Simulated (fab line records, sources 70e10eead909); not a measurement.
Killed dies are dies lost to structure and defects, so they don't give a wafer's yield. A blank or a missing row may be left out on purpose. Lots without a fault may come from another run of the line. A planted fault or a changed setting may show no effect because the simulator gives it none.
Which tool did it? | flow nand_harc | 13 lots, 39 wafers sampled, at 6 steps of a route of 1159

WHAT THE GAUGES READ, wafer by wafer
NHARC_A_ZERO_WELL_INSPECT_17.
lot  | measured     | on                | raw_defect_count
L413 | day 7 00:43  | defect_inspect-02 | 6 7 9
L415 | day 7 04:00  | defect_inspect-02 | 4 5 7
L414 | day 7 04:49  | defect_inspect-02 | 10 7 8
L417 | day 7 18:16  | defect_inspect-02 | 20 5 5
L421 | day 8 23:27  | defect_inspect-01 | 7 4 8
L423 | day 9 02:55  | defect_inspect-02 | 9 6 5
L429 | day 10 13:43 | defect_inspect-01 | 5 7 8
L430 | day 11 02:28 | defect_inspect-02 | 7 8 2
L431 | day 11 10:38 | defect_inspect-01 | 4 13 7
L433 | day 11 13:45 | defect_inspect-01 | 15 8 19
L434 | day 11 19:13 | defect_inspect-01 | 4 10 12
L435 | day 12 01:28 | defect_inspect-01 | 8 8 16
L436 | day 12 18:47 | defect_inspect-01 | 8 10 9

NHARC_A_ONON_D1_THK_MEAS_11: measures by ellipsometry.
lot  | measured     | on            | thk_nm (nm)
L413 | day 8 03:25  | film_metro-01 | 1004 1003 1004
L415 | day 8 03:23  | film_metro-01 | 973 973 973
L414 | day 8 03:44  | film_metro-01 | 993 994 994
L417 | day 8 17:26  | film_metro-02 | 988 987 988
L421 | day 9 21:57  | film_metro-02 | 1015 1515 1516
L423 | day 10 01:34 | film_metro-01 | 1011 1511 1513
L429 | day 11 12:14 | film_metro-02 | 979 976 979
L430 | day 12 08:00 | film_metro-02 | 993 993 993
L431 | day 12 08:10 | film_metro-02 | 1011 1013 1012
L433 | day 12 08:21 | film_metro-02 | 997 999 998
L434 | day 12 18:02 | film_metro-02 | 1020 1021 1021
L435 | day 13 02:25 | film_metro-02 | 990 993 991
L436 | day 13 20:18 | film_metro-02 | 988 986 987

NHARC_END_SORT_01.
lot  | measured     | on        | killed_at_array | killed_at_other | killed_at_periphery | killed_dies | killed_open | killed_short
L421 | day 21 22:52 | prober-02 | 40 674 669      | 0 0 0           | 10 3 8              | 50 677 677  | 1 1 1       | 3 1 1
L423 | day 22 09:56 | prober-01 | 24 675 675      | 0 1 1           | 1 1 1               | 25 677 677  | 3 2 2       | 0 0 1

WHICH TOOL RAN EACH LOT (tool, then ch and the chambers of the sampled wafers, then the start)
lot  | NHARC_P_BONDPAD_ETCH_12                       | NHARC_P_BONDPAD_ANNEAL_28        | NHARC_A_ONON_D1_DEP_09
L413 | rie_diel-05 ch 1,2,3, day 6 20:55 or earlier  | rtp_anneal-02 ch 0, day 6 20:55  | pecvd_onon-03 ch 0, day 8 02:54
L415 | rie_diel-12 ch 0,1, day 7 00:17 or earlier    | rtp_anneal-01 ch 0, day 7 00:17  | pecvd_onon-02 ch 0, day 8 02:52
L414 | rie_diel-06 ch 1,2,3, day 7 01:10 or earlier  | rtp_anneal-01 ch 0, day 7 01:10  | pecvd_onon-02 ch 0, day 8 03:17
L417 | rie_diel-05 ch 1,3, day 7 14:26 or earlier    | rtp_anneal-01 ch 0, day 7 14:26  | pecvd_onon-02 ch 0, day 8 16:55
L421 | rie_diel-12 ch 1,2, day 8 19:47 or earlier    | rtp_anneal-02 ch 0, day 8 19:47  | pecvd_onon-02 ch 0, day 9 21:30
L423 | rie_diel-12 ch 0,1,2, day 8 23:10 or earlier  | rtp_anneal-01 ch 0, day 8 23:10  | pecvd_onon-02 ch 0, day 10 01:02
L429 | rie_diel-12 ch 1,2,3, day 10 10:11 or earlier | rtp_anneal-02 ch 0, day 10 10:11 | pecvd_onon-04 ch 0, day 11 11:44
L430 | rie_diel-12 ch 2,3, day 10 23:05 or earlier   | rtp_anneal-02 ch 0, day 10 23:05 | pecvd_onon-03 ch 0, day 12 07:40
L431 | rie_diel-12 ch 1,3, day 11 07:10 or earlier   | rtp_anneal-01 ch 0, day 11 07:10 | pecvd_onon-04 ch 0, day 12 07:43
L433 | rie_diel-12 ch 0,1,2, day 11 09:53 or earlier | rtp_anneal-02 ch 0, day 11 09:53 | pecvd_onon-03 ch 0, day 12 07:54
L434 | rie_diel-12 ch 0,1,3, day 11 15:30 or earlier | rtp_anneal-02 ch 0, day 11 15:30 | pecvd_onon-02 ch 0, day 12 17:32
L435 | rie_diel-06 ch 0,1,3, day 11 21:55 or earlier | rtp_anneal-01 ch 0, day 11 21:55 | pecvd_onon-03 ch 0, day 13 02:04
L436 | rie_diel-12 ch 0,1, day 12 15:07 or earlier   | rtp_anneal-01 ch 0, day 12 15:07 | pecvd_onon-04 ch 0, day 13 19:50
- NHARC_P_BONDPAD_ETCH_12: etches the open film in CHF3/O2, target depth 200 nm, time 100 s.
- NHARC_P_BONDPAD_ANNEAL_28: time 90 s.
- NHARC_A_ONON_D1_DEP_09: target thk 1000 nm.

WHAT THE TOOLS THEMSELVES READ (means of the sampled wafers that have a number; where no wafer has one, the mark that the record gives instead)
NHARC_P_BONDPAD_ETCH_12.
lot  | tool        | drypump_motor_current_A (A) | oes_product_au (a.u.) | rf_vpp_V (V) | showerhead_plenum_p_Torr (Torr) | throttle_valve_pct (%)
L413 | rie_diel-05 | 5.9                         | 0.949                 | 370.1        | 2.39                            | 20.566
L415 | rie_diel-12 | 5.9                         | 0.924                 | 369.5        | 2.33                            | 20.580
L414 | rie_diel-06 | 5.8                         | 0.922                 | 371.8        | 2.41                            | 20.573
L417 | rie_diel-05 | 5.6                         | 0.923                 | 368.4        | 2.32                            | 20.568
L421 | rie_diel-12 | 5.5                         | 0.942                 | 370.4        | 2.41                            | 20.570
L423 | rie_diel-12 | 5.9                         | 0.959                 | 370.9        | 2.40                            | 20.565
L429 | rie_diel-12 | 5.8                         | 0.963                 | 370.2        | 2.44                            | 20.573
L430 | rie_diel-12 | 6.0                         | 0.921                 | 370.9        | 2.47                            | 20.570
L431 | rie_diel-12 | 5.7                         | 0.919                 | 370.5        | 2.41                            | 20.577
L433 | rie_diel-12 | 5.9                         | 0.915                 | 370.7        | 2.40                            | 20.568
L434 | rie_diel-12 | 5.8                         | 0.968                 | 370.4        | 2.37                            | 20.571
L435 | rie_diel-06 | 6.0                         | 0.948                 | 371.9        | 2.44                            | 20.565
L436 | rie_diel-12 | 5.5                         | 0.926                 | 369.5        | 2.35                            | 20.566

NHARC_P_BONDPAD_ANNEAL_28.
lot  | tool          | wafer_temp_C_max
L413 | rtp_anneal-02 | 226.1
L415 | rtp_anneal-01 | 226.2
L414 | rtp_anneal-01 | 226.6
L417 | rtp_anneal-01 | 226.3
L421 | rtp_anneal-02 | 226.1
L423 | rtp_anneal-01 | 226.9
L429 | rtp_anneal-02 | 226.3
L430 | rtp_anneal-02 | 226.3
L431 | rtp_anneal-01 | 226.1
L433 | rtp_anneal-02 | 226.3
L434 | rtp_anneal-02 | 226.2
L435 | rtp_anneal-01 | 226.4
L436 | rtp_anneal-01 | 226.6

THE ANSWER, worked out from the rows above alone
Rule: what is usual is taken from the lots themselves. Put in order of their means at a reading, lots are off if they are a third of the lots or fewer, leave a main group of 4 or more, and stand apart from it by a gap of 3 or more times the standard deviation of the main group's means; of several such gaps the widest counts. A main group whose means are all the same, to the digits that the tables above print for the reading, isn't used. A lot without any number at a reading at which 4 lots or more have one is off too. The other lots that the step has rows for count as sound. The gauges are gone through in route order, then the tools' own readings, and for those a lot's mean is taken as printed above. The first step at which some lot is off is used, and at that step the reading that is off furthest; a lot without a number counts as furthest.
Off: L421, L423, at NHARC_A_ONON_D1_THK_MEAS_11 (thk_nm). The main group: mean 994 nm, standard deviation 13.
A tool fits if, at a process step before that reading, it ran every lot that is off, and no sound lot after the first of them. The gauges at NHARC_A_ONON_D1_THK_MEAS_11 are tried like those tools. NHARC_P_BONDPAD_ETCH_12 gives no start for some lots, so the hours and the order of its lots are those of NHARC_P_BONDPAD_ANNEAL_28. None of those tried fits.

WHAT THE SIMULATOR HAD PUT IN
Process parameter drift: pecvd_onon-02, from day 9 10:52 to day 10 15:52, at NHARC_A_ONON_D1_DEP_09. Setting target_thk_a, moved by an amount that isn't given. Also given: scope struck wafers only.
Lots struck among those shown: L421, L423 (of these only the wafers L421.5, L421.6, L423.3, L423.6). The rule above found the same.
